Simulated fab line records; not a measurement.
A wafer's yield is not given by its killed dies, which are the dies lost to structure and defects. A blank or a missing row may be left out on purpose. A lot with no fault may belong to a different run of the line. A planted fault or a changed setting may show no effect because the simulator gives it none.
Chamber matching :: flow n5Finfet :: N5_BEOL_M11_DEP_56 on pecvd-03: 3 sister chambers
The step deposits SiCN from 3MS/NH3, target thk 30 nm, time 10.5 s. 3 wafers are shown with their chamber, then 7 later ones without.

== EACH WAFER AND ITS CHAMBER ==
wafer: L989.5
chamber: 1
throttleValvePct (%): 18.8

wafer: L992.5
chamber: 2
throttleValvePct (%): 17.1

wafer: L100.4
chamber: 0
throttleValvePct (%): 19.1

== WAFERS WHOSE CHAMBER IS MISSING ==
wafer: L100.5
throttleValvePct (%): 17.4

wafer: L103.2
throttleValvePct (%): 19.0

wafer: L103.4
throttleValvePct (%): 19.0

wafer: L103.6
throttleValvePct (%): 19.4

wafer: L104.1
throttleValvePct (%): 17.3

wafer: L104.2
throttleValvePct (%): 18.9

wafer: L104.6
throttleValvePct (%): 18.9

== WHICH CHAMBER EACH ONE RAN IN ==
wafer: L100.5
from the rows above: 2
in truth: 2

wafer: L103.2
from the rows above: can't be placed: 0 or 1
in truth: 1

wafer: L103.4
from the rows above: can't be placed: 0 or 1
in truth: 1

wafer: L103.6
from the rows above: can't be placed: 0 or 1
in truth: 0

wafer: L104.1
from the rows above: 2
in truth: 2

wafer: L104.2
from the rows above: can't be placed: 1 or 0
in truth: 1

wafer: L104.6
from the rows above: can't be placed: 1 or 0
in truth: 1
Correct placement for 2 of the 7. Cannot be placed on the basis of these rows: 5; the candidates contain the true chamber in 5. Wrongly placed: 0.
How it was worked out, from the rows above alone: a wafer's distance from a chamber is the root of the sum, over the readings, of the square of ((its reading less the chamber's mean) divided by the reading's scatter). If the next closest chamber is less than 2 further off than the closest, the wafer can't be placed; otherwise it belongs to the closest. The mean given for a chamber averages the wafers shown for that chamber. The scatter (one wafer shown for each chamber): square how far every hidden wafer sits from the nearest shown wafer, average those squares and take the square root.
